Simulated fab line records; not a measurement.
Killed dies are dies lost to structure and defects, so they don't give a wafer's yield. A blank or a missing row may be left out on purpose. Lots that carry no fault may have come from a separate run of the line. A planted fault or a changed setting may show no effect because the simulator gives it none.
Chamber matching :: flow nandHarc :: NHARC_P_STI_CMP_21 on cmp-03: 4 sister chambers
The step polishes, t overpolish 20 s, target thk 380.67 nm. 14 wafers are shown with their chamber, then 7 later ones without.

EACH WAFER AND ITS CHAMBER
wafer: L794.2
chamber: 1
motorCurrentA (A): 11.6
overpolishRunS (s): 20.000

wafer: L794.4
chamber: 0
motorCurrentA (A): 12.1
overpolishRunS (s): 19.990

wafer: L794.5
chamber: 1
motorCurrentA (A): 12.3
overpolishRunS (s): 19.984

wafer: L799.4
chamber: 2
motorCurrentA (A): 13.7
overpolishRunS (s): 20.007

wafer: L799.5
chamber: 0
motorCurrentA (A): 12.2
overpolishRunS (s): 19.995

wafer: L799.6
chamber: 3
motorCurrentA (A): 13.5
overpolishRunS (s): 19.989

wafer: L800.2
chamber: 1
motorCurrentA (A): 12.1
overpolishRunS (s): 20.003

wafer: L800.5
chamber: 0
motorCurrentA (A): 11.5
overpolishRunS (s): 19.999

wafer: L800.6
chamber: 1
motorCurrentA (A): 11.4
overpolishRunS (s): 20.004

wafer: L804.1
chamber: 2
motorCurrentA (A): 12.8
overpolishRunS (s): 20.000

wafer: L804.5
chamber: 0
motorCurrentA (A): 12.2
overpolishRunS (s): 19.991

wafer: L804.6
chamber: 1
motorCurrentA (A): 11.7
overpolishRunS (s): 19.993

wafer: L806.2
chamber: 2
motorCurrentA (A): 13.8
overpolishRunS (s): 19.999

wafer: L806.5
chamber: 2
motorCurrentA (A): 14.0
overpolishRunS (s): 20.000

SIGNATURES (means of the wafers above)
reading: motorCurrentA
chamber 0: 12.000
chamber 1: 11.820
chamber 2: 13.575
chamber 3: 13.500
scatter within a chamber: 0.417

reading: overpolishRunS
chamber 0: 19.99375
chamber 1: 19.99680
chamber 2: 20.00150
chamber 3: 19.98900
scatter within a chamber: 0.00609
Rule: distance of a wafer from a chamber = root of the sum over the readings of ((wafer's reading minus chamber's mean) / reading's scatter) squared. The wafer belongs to the nearest chamber; if the next one is less than 2 further off, it can't be placed. The scatter: take each reading less its chamber's mean, square it, sum over the shown wafers, divide by the number of wafers less the number of chambers, and take the root.

WAFERS WITH NO CHAMBER GIVEN
wafer: L806.6
motorCurrentA (A): 12.3
overpolishRunS (s): 20.007

wafer: L811.2
motorCurrentA (A): 12.5
overpolishRunS (s): 19.994

wafer: L811.5
motorCurrentA (A): 12.6
overpolishRunS (s): 19.999

wafer: L811.6
motorCurrentA (A): 12.0
overpolishRunS (s): 20.008

wafer: L812.1
motorCurrentA (A): 13.1
overpolishRunS (s): 20.005

wafer: L812.3
motorCurrentA (A): 11.3
overpolishRunS (s): 20.000

wafer: L812.6
motorCurrentA (A): 11.9
overpolishRunS (s): 19.997

CHAMBER TAKEN BY EACH
wafer: L806.6
from the rows above: can't be placed: 1 or 0 or 2
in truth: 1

wafer: L811.2
from the rows above: can't be placed: 0 or 1 or 3 or 2
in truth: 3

wafer: L811.5
from the rows above: can't be placed: 0 or 1 or 2 or 3
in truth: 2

wafer: L811.6
from the rows above: can't be placed: 1 or 0
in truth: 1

wafer: L812.1
from the rows above: can't be placed: 2 or 3 or 0
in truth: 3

wafer: L812.3
from the rows above: can't be placed: 1 or 0
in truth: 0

wafer: L812.6
from the rows above: can't be placed: 1 or 0
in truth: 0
Placed correctly: 0 of 7. These rows do not allow placing 7 (true chamber among the candidates in 7). Number placed wrongly: 0.
